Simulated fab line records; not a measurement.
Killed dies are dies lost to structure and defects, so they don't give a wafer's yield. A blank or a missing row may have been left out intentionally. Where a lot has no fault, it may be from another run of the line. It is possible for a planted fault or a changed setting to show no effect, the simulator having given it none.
Comparing a struck lot with a sound one :: flow n5 finfet :: 37 steps out of a route of 1938
Sound: the wafers L991.3, L991.4, L991.5. Struck: wafers L998.1, L998.5. The cause is named last.
Order at every step that has rows: each side's tool, ch and its chambers, its first start. Under that, the readings that differ: sound wafers :: struck wafers :: difference of the means :: sigmas: that difference in standard deviations of wafers without a fault.
alike: words and numbers the same on both sides, and readings whose means are apart by under 2 such deviations; not compared: readings that were withheld, readings missing a value for some wafer, numbers with overlapping values and no deviation given by the record, and bounds like >300 which may hide the same value.
Wherever a step has rows on one side only, a row that says differs or no value, or a row with sigmas, the two part there. Non-overlapping numbers with no deviation appear without sigmas and do not part them. A reading that every wafer of one side lacks parts them only if that side has two wafers or more.

first, 8 steps without rows for these wafers: N5_BEOL_M5_ANNEAL_51 (time 90 s); N5_BEOL_M5_CMP_52 (polishes, stops on SiCOH lowk, t overpolish 6.9 s, target thk 62 nm); N5_BEOL_M5_PRE_CLEAN_77 (time 15 s); N5_BEOL_M5_CO_CAP_78 (material Co, precursor CCTBA/H2, target thk 2 nm, time 102.1 s); N5_BEOL_M5_PRE_CLEAN_55 (time 15 s); N5_BEOL_M5_DEP_56 (deposits SiCN from 3MS/NH3, target thk 8 nm, time 14 s); N5_BEOL_M6_ILD_DEP_00 (deposits SiCOH lowk from DEMS/porogen, target thk 179.75 nm, time 33.4 s); N5_BEOL_M6_CURE_74 (cures SiCOH lowk, time 240 s).
N5_BEOL_M6_PECVD_70: deposits SiO2 from TEOS/O2, target thk 20 nm, time 22.7 s.
  sound on pecvd-04 ch 1,2, day 11 01:44; struck on pecvd-04 ch 1, day 12 07:40
reading: heater power outer w (W)
sound: 309 315 501
struck: 489 495
difference: +117
sigmas: +2

reading: model.SiO2_of_BEOL_M6_PECVD_70.thk nm (nm)
sound: 20 20.6 20.6
struck: 27.8 28.2
difference: +7.6
sigmas: 
  alike: heater power w, showerhead plenum p Torr, throttle valve pct
then, 25 steps without rows for these wafers: N5_BEOL_M6_HM_DEP_02 (deposits TiN, target thk 20 nm); N5_BEOL_M6_COAT_59 (time 60 s, resist thk 100 nm); N5_BEOL_M6_COAT_60 (time 60 s, resist thk 35 nm); N5_BEOL_M6_COAT_05 (resist thk 90 nm); N5_BEOL_M6_EBR_07; N5_BEOL_M6_SOFTBAKE_06 (time 60 s); N5_BEOL_M6_EXPOSE_08 (exposes mask M6); N5_BEOL_M6_PEB_09 (peb time 60 s); N5_BEOL_M6_DEVELOP_10 (develop time 30 s); N5_BEOL_M6_DESCUM_16 (chemistry O2, time 7.9 s); N5_BEOL_M6_ETCH_61 (etches SiARC in CF4, target depth 45.5 nm, time 75.8 s); N5_BEOL_M6_ETCH_62 (etches SOC in N2/H2, target depth 110 nm, overetch 22 nm, time 165 s); N5_BEOL_M6_STRIP_68 (strips in N2/H2); N5_BEOL_M6_STRIP_67 (strips in CF4); N5_BEOL_M6_HM_OPEN_17 (chemistry Cl2/BCl3, target TiN, target depth 20 nm, overetch 6 nm); N5_BEOL_M6_STRIP_19 (strips in O2); N5_BEOL_M6_COAT_63 (time 60 s, resist thk 60 nm); N5_BEOL_M6_COAT_64 (time 60 s, resist thk 12 nm); N5_BEOL_M6_COAT_71 (time 60 s, resist thk 5 nm); N5_BEOL_M6_COAT_22 (resist thk 30 nm); N5_BEOL_M6_EBR_24; N5_BEOL_M6_SOFTBAKE_23 (time 60 s); N5_BEOL_M6_EXPOSE_25 (exposes mask V5, target cd 40 nm); N5_BEOL_M6_PEB_26 (peb time 60 s); N5_BEOL_M6_DEVELOP_27 (develop time 30 s).
N5_BEOL_M6_HM_STRIP_39: strips TiN in peroxide tin strip, target depth 25 nm, time 158 s.
  sound on wet bench-06 ch 0,1,5, day 11 08:03; struck on wet bench-04 ch 1,5, day 12 15:12
reading: model.SiO2_of_BEOL_M6_PECVD_70.thk nm (nm)
sound: 20 20.4 20.4
struck: 27.6 28
difference: +7.5
sigmas: 
  alike: bath heat duty pct
N5_BEOL_M6_CMP_52: polishes, stops on SiCOH lowk, t overpolish 6.9 s, target thk 80 nm.
  sound on cmp-02 ch 0,1, day 11 11:19; struck on cmp-02 ch 2,3, day 12 17:38
reading: barrier field endpoint s (s)
sound: 29.7 29.4 31.1
struck: 37.9 38.9
difference: +8.3
sigmas: +11
  alike: motor current A, slurry flow ml min
after that, 1 step had no rows for these wafers: N5_PASSIVATION_PROBE_49.

## WHERE THEY PART
First at N5_BEOL_M6_PECVD_70; last, within this record, at N5_BEOL_M6_CMP_52.

WHY: the cause the simulator had injected
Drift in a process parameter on pecvd-04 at N5_BEOL_M6_PECVD_70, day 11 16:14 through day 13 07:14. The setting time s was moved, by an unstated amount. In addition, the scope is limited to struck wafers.
